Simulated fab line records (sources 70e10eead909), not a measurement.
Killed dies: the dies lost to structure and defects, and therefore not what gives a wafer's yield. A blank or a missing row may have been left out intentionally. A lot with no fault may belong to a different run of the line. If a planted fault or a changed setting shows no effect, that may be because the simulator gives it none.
Commonality check across tools | flow nand_harc | Sampled: 3 lots, 9 wafers

== WHAT PROMPTED THE OPENING ==
At NHARC_END_SORT_01 the reading killed_at_array is flagged on 3 of 3 lots. Fault-free wafers read 29, with a standard deviation of 8.4.
Rule: flag the lot when none of its wafers has a number, or when each of its wafers that has one lies beyond 4 standard deviations from that mean. As for the other lots, they are considered sound.

lot  | measured     | on        | killed_at_array, wafer by wafer | flag
L751 | day 23 22:02 | prober-02 | 673 672 672                     | FLAGGED
L750 | day 23 22:16 | prober-01 | 675 672 674                     | FLAGGED
L752 | day 24 07:19 | prober-02 | 673 672 676                     | FLAGGED
The numbers of the flagged lots are 673 on average: +644 against the usual, or +77 standard deviations.

== LOT BY LOT: THE TOOL USED ==
The record holds 3 process steps before the reading, out of a route of 1159 steps. Every cell lists first the tool, next ch and the chambers used by the sampled wafers, and last the start.
lot  | flag    | NHARC_P_BONDPAD_ETCH_12                       | NHARC_P_BONDPAD_ANNEAL_28        | NHARC_A_ZERO_WELL_ETCH_19
L751 | FLAGGED | rie_diel-01 ch 1,2,3, day 10 23:10 or earlier | rtp_anneal-01 ch 0, day 11 00:32 | rie_diel-13 ch 0,1,2, day 11 02:58
L750 | FLAGGED | rie_diel-01 ch 0,1,2, day 11 00:27 or earlier | rtp_anneal-01 ch 0, day 11 01:51 | rie_diel-13 ch 0,3, day 11 04:18
L752 | FLAGGED | rie_diel-01 ch 2,3, day 11 09:41 or earlier   | rtp_anneal-01 ch 0, day 11 11:15 | rie_diel-05 ch 0,1,2, day 11 13:36
What these steps do:
- NHARC_P_BONDPAD_ETCH_12: etches the open film in CHF3/O2, target depth 200 nm, time 100 s.
- NHARC_P_BONDPAD_ANNEAL_28: time 90 s.
- NHARC_A_ZERO_WELL_ETCH_19: etches the open film in N2/H2, target depth 80 nm, overetch 24 nm, time 87.88 s.
- NHARC_END_SORT_01

== FLAGGED AGAINST TOTAL, ONE TOOL AT A TIME (gauges that did the reading follow at the end) ==
step                      | tool          | lots run | flagged | share of the flagged lots | sound lots run after its first flagged lot
NHARC_P_BONDPAD_ETCH_12   | rie_diel-01   | 3        | 3       | all                       | 0
NHARC_P_BONDPAD_ANNEAL_28 | rtp_anneal-01 | 3        | 3       | all                       | 0
NHARC_A_ZERO_WELL_ETCH_19 | rie_diel-05   | 1        | 1       | some                      | 0
NHARC_A_ZERO_WELL_ETCH_19 | rie_diel-13   | 2        | 2       | some                      | 0
NHARC_END_SORT_01         | prober-01     | 1        | 1       | some                      | 0
NHARC_END_SORT_01         | prober-02     | 2        | 2       | some                      | 0
NHARC_P_BONDPAD_ETCH_12: start missing for some lots; hours and lot order therefore follow NHARC_P_BONDPAD_CD_MEAS_13.

== WHAT IS ALLOWED BY THE TABLE ==
Table rows that saw every flagged lot: 2, namely rie_diel-01 at NHARC_P_BONDPAD_ETCH_12 and rtp_anneal-01 at NHARC_P_BONDPAD_ANNEAL_28.
- rie_diel-01 at NHARC_P_BONDPAD_ETCH_12 ran 3 lots, 3 of them flagged. It ran no sound lot before its first flagged lot in this sample, so the start can't be narrowed down.
- rtp_anneal-01 at NHARC_P_BONDPAD_ANNEAL_28 ran 3 lots, 3 of them flagged. It ran no sound lot before its first flagged lot in this sample, so the start can't be narrowed down.
Counting lots can't tell these 2 tools apart, because each fits a fault that began at some hour. More lots, or a look at what each step does to the wafer, might.

== WHAT HAD BEEN PUT IN BY THE SIMULATOR ==
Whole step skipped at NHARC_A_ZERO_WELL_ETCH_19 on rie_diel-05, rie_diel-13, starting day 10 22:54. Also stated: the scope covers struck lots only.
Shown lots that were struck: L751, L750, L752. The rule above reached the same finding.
